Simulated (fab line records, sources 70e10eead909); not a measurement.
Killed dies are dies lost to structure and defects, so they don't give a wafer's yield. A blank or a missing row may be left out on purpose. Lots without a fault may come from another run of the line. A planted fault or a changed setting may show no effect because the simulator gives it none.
Chamber matching | flow nand_harc | NHARC_A_STAIRCASE_CMP_450 on cmp-03: 4 sister chambers
The step polishes SiO2, target thk 200 nm. 4 wafers are shown with their chamber, then 10 later ones without.

WAFERS WITH THEIR CHAMBER
wafer  | chamber | motor_current_A (A)
L085.5 | 0       | 10.7
L085.6 | 1       | 11.4
L089.3 | 3       | 12.5
L089.4 | 2       | 12.6

WAFERS WITHOUT THEIR CHAMBER
wafer  | motor_current_A (A)
L089.5 | 12.2
L091.1 | 10.8
L091.4 | 12.5
L091.6 | 12.0
L094.4 | 10.5
L094.5 | 10.2
L094.6 | 11.3
L096.1 | 10.9
L096.4 | 12.4
L096.5 | 12.0

WHICH CHAMBER EACH WENT THROUGH
wafer  | from the rows above          | in truth
L089.5 | can't be placed: 3 or 2 or 1 | 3
L091.1 | can't be placed: 0 or 1      | 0
L091.4 | can't be placed: 3 or 2      | 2
L091.6 | can't be placed: 3 or 1 or 2 | 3
L094.4 | 0                            | 0
L094.5 | 0                            | 0
L094.6 | can't be placed: 1 or 0      | 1
L096.1 | can't be placed: 0 or 1      | 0
L096.4 | can't be placed: 3 or 2      | 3
L096.5 | can't be placed: 3 or 1 or 2 | 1
Placed correctly: 2 of 10. Can't be placed from these rows: 8 (the true chamber is among the candidates in 8). Placed wrongly: 0.
How it was worked out, from the rows above alone: a wafer's distance from a chamber is the root of the sum, over the readings, of the square of ((its reading less the chamber's mean) divided by the reading's scatter). The wafer belongs to the nearest chamber; if the next one is less than 2 further off, it can't be placed. A chamber's mean is the mean of its shown wafers. The scatter: with one shown wafer a chamber, the root of the mean of the squares of how far each hidden wafer lies from its nearest shown one.
